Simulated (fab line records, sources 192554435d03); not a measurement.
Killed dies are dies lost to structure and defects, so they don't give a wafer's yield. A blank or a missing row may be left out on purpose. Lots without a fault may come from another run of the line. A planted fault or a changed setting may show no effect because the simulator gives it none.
Split-lot experiment | flow n5_finfet | 7 lots, 21 wafers read, on a route of 1938 steps

THE SPLIT
At N5_BEOL_M6_COAT_22 (resist thk 30 nm), the setting spin_rpm was moved away from the recipe's 1500 rpm on 10 of the 21 wafers read, by -5.7% to +10.1%. The other wafers ran this setting at the recipe's value.

FROM THE SPLIT TO THE READING: what the file shows between them, 4 steps
- N5_BEOL_M6_EBR_24
- N5_BEOL_M6_SOFTBAKE_23: time 60 s
- N5_BEOL_M6_EXPOSE_25: exposes mask V5, target cd 40 nm
- N5_BEOL_M6_PEB_26: peb time 60 s

THE READING
CAR-EUV_of_BEOL_M6_COAT_22.thk_nm (the simulator's own value, which no gauge read), in nm, at N5_BEOL_M6_DEVELOP_27 (develop time 30 s). The file gives no usual value for it. The 11 wafers here that ran the recipe average 29.5 nm, standard deviation 0.096 nm.

wafer  | tool, chamber at the split | spin_rpm as run, rpm | against the recipe | CAR-EUV_of_BEOL_M6_COAT_22.thk_nm, nm | against lot-mates on the recipe
L076.1 | litho_track-01, 0          | 1557                 | +3.8%              | 29                                    | -0.4
L076.2 | litho_track-01, 0          | 1500                 | recipe             | 29.4                                  | -
L076.3 | litho_track-01, 0          | 1500                 | recipe             | 29.4                                  | -
L078.4 | litho_track-03, 0          | 1414                 | -5.7%              | 30.4                                  | +0.8
L078.5 | litho_track-03, 0          | 1500                 | recipe             | 29.6                                  | -
L078.6 | litho_track-03, 0          | 1500                 | recipe             | 29.6                                  | -
L082.3 | litho_track-05, 0          | 1651                 | +10.1%             | 28.2                                  | no lot-mate on the recipe
L082.5 | litho_track-05, 0          | 1651                 | +10.1%             | 28.2                                  | no lot-mate on the recipe
L082.6 | litho_track-05, 0          | 1651                 | +10.1%             | 28.2                                  | no lot-mate on the recipe
L085.2 | litho_track-03, 0          | 1419                 | -5.4%              | 30.4                                  | +0.9
L085.3 | litho_track-03, 0          | 1500                 | recipe             | 29.4                                  | -
L085.4 | litho_track-03, 0          | 1500                 | recipe             | 29.6                                  | -
L086.2 | litho_track-05, 0          | 1606                 | +7.1%              | 28.6                                  | no lot-mate on the recipe
L086.5 | litho_track-05, 0          | 1606                 | +7.1%              | 28.6                                  | no lot-mate on the recipe
L086.6 | litho_track-05, 0          | 1606                 | +7.1%              | 28.6                                  | no lot-mate on the recipe
L089.1 | litho_track-01, 0          | 1500                 | recipe             | 29.4                                  | -
L089.4 | litho_track-01, 0          | 1500                 | recipe             | 29.4                                  | -
L089.2 | litho_track-01, 0          | 1500                 | recipe             | 29.6                                  | -
L091.1 | litho_track-03, 0          | 1579                 | +5.3%              | 28.8                                  | -0.6
L091.3 | litho_track-03, 0          | 1500                 | recipe             | 29.4                                  | -
L091.4 | litho_track-03, 0          | 1500                 | recipe             | 29.4                                  | -

THE FIT
A straight line over all 21 wafers: CAR-EUV_of_BEOL_M6_COAT_22.thk_nm changes by -0.134 nm for each +1% of spin_rpm; r = -0.99; the points scatter about the line by 0.094 nm.
The same after taking each lot's own level away (the mean of its wafers on the recipe; 15 wafers): -0.135 nm for each +1%; r = -0.98; scatter 0.083 nm.
On that fit, the largest move of spin_rpm shifts the reading by 1.4 nm.
The lots' own levels span 29.40 to 29.60 nm, that is 2.1 times the standard deviation above.
So the lot-to-lot level changes the slope little: the two slopes agree.
Check: with one of the wafers moved furthest among these (-5.7%) left out of the fit, the line predicts +0.803 nm for it against its lot-mates. It came out at +0.8 nm against them.

OTHER SPLITS ON THESE WAFERS
These wafers also went through other splits before the reading. Each is held against what the fit with the lots' levels taken away leaves over:
other split on the same wafers | wafers away from the commonest value | r with CAR-EUV_of_BEOL_M6_COAT_22.thk_nm (lot level and that fit taken away)
N5_BEOL_M5_ILD_DEP_00 time_s   | 7                                    | +0.44
N5_BEOL_M5_COAT_71 spin_rpm    | 9                                    | -0.19
N5_BEOL_M6_ETCH_62 time_s      | 8                                    | -0.26

THE WHOLE CHAIN: every reading that the file lists as answering this split, in the file's order
step                  | what it does      | reading                                                                            | change (the file's fit)               | r (the file's)
N5_BEOL_M6_COAT_22    | resist thk 30 nm  | CAR-EUV_of_BEOL_M6_COAT_22.thk_nm (the simulator's own value, which no gauge read) | -0.155 nm for each +1% of the setting | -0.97
N5_BEOL_M6_DEVELOP_27 | develop time 30 s | CAR-EUV_of_BEOL_M6_COAT_22.thk_nm (the simulator's own value, which no gauge read) | -0.136 nm for each +1% of the setting | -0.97

THE FILE'S OWN FIT
CAR-EUV_of_BEOL_M6_COAT_22.thk_nm changes by -0.136 nm for each +1% of spin_rpm, r = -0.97.
